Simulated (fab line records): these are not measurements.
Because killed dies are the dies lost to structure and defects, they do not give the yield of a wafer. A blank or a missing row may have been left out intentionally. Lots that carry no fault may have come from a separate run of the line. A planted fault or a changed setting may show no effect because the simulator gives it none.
Split-lot trial -- flow n5Finfet -- 21 wafers read across 7 lots, on a route 1938 steps long

## THE SPLIT ITSELF
At N5_MOL_CONTACT_COAG_EXPOSE_81 (exposes mask VG, defocus 0 nm), the setting doseMj was moved away from the recipe's 59.5 on 5 of the 21 wafers read, by -7.1% to +4.8%. For the rest of the wafers, this setting stayed at what the recipe calls for.

## FROM THE SPLIT TO THE READING: what the file shows between them, 5 steps
- N5_MOL_CONTACT_COAG_PEB_82: peb time 60 s
- N5_MOL_CONTACT_COAG_DEVELOP_83: develop time 30 s
- N5_MOL_CONTACT_COAG_CD_MEAS_84: target cd 25.1 nm
- N5_MOL_CONTACT_COAG_PRECLEAN_144: cleans in alkaline clean, time 60 s
- N5_MOL_CONTACT_COAG_SRD_145: time 30 s

## THE READING
Shown in nm: cdNm at N5_MOL_CONTACT_COAG_CD_MEAS_137, with target cd 16 nm. A value of 15.8 nm with a standard deviation of 0.37 nm is what fault-free wafers of this fab line usually give.

wafer,"tool, chamber at the split",doseMj as run,against the recipe,"cdNm, nm",against lot-mates on the recipe
L076.1,"euvScanner-02, 0",62.37,+4.8%,16.5,+0.6
L076.2,"euvScanner-02, 0",59.5,recipe,15.9,-
L076.6,"euvScanner-02, 0",59.5,recipe,16.0,-
L080.1,"euvScanner-01, 0",57.57,-3.2%,15.9,-0.3
L080.2,"euvScanner-01, 0",59.5,recipe,16.2,-
L080.4,"euvScanner-01, 0",57.57,-3.2%,15.2,-1.0
L082.1,"euvScanner-01, 0",59.5,recipe,15.3,-
L082.2,"euvScanner-01, 0",59.5,recipe,15.3,-
L082.6,"euvScanner-01, 0",59.5,recipe,15.5,-
L084.2,"euvScanner-02, 0",59.5,recipe,15.2,-
L084.3,"euvScanner-02, 0",55.27,-7.1%,14.1,-1.2
L084.5,"euvScanner-02, 0",59.5,recipe,15.5,-
L089.2,"euvScanner-01, 0",59.5,recipe,15.5,-
L089.5,"euvScanner-01, 0",59.5,recipe,15.8,-
L089.6,"euvScanner-01, 0",59.5,recipe,15.4,-
L093.2,"euvScanner-02, 0",59.5,recipe,15.2,-
L093.3,"euvScanner-02, 0",59.5,recipe,15.3,-
L093.4,"euvScanner-02, 0",59.5,recipe,15.8,-
L095.4,"euvScanner-01, 0",55.67,-6.4%,14.2,-1.8
L095.5,"euvScanner-01, 0",59.5,recipe,15.6,-
L095.6,"euvScanner-01, 0",59.5,recipe,16.3,-

FIT RESULTS
A straight line over all 21 wafers: cdNm changes by +0.183 nm for each +1% of doseMj; r = +0.78; the points scatter about the line by 0.38 nm.
The same after taking each lot's own level away (the mean of its wafers on the recipe; 21 wafers): +0.194 nm for each +1%; r = +0.89; scatter 0.26 nm.
The reading moves by 1.4 nm for the largest change in doseMj, on that fit.
Across the lots, their own levels run from 15.35 to 16.20 nm, a range of 2.3 times the standard deviation given above.
So the lot-to-lot level blurs the effect unless lot-mates are compared.
Check: for one of the wafers moved furthest among these (-7.1%), held out of the fit, the line's prediction against its lot-mates is -1.52 nm. It came out at -1.25 nm against them.

## THE OTHER SPLITS THESE WAFERS WENT THROUGH
These wafers also went through other splits before the reading. Each is held against what the fit with the lots' levels taken away leaves over:
other split on the same wafers,wafers away from the commonest value,r with cdNm (lot level and that fit taken away)
N5_DUMMY_GATE_PECVD_30 timeS,7,+0.31
N5_SD_EPI_N_PEB_07 pebTimeS,6,+0.13
N5_SD_EPI_N_ETCH_45 targetDepthA,7,-0.12
N5_ILD0_CMP_03 downForcePsi,6,-0.13
N5_SDB_COAT_04 spinRpm,8,-0.06
N5_GATE_CUT_CUT_ETCH_54 icpW,9,+0.08

## THE WHOLE CHAIN: every reading that the file lists as answering this split, in the file's order
step,what it does,reading,change (the file's fit),r (the file's)
N5_MOL_CONTACT_COAG_CD_MEAS_84,target cd 25.1 nm,cdNm,+0.217 nm for each +1% of the setting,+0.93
N5_MOL_CONTACT_COAG_CD_MEAS_137,target cd 16 nm,cdNm,+0.191 nm for each +1% of the setting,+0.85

## FILE'S OWN FIT
cdNm changes by +0.191 nm for each +1% of doseMj, r = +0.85.
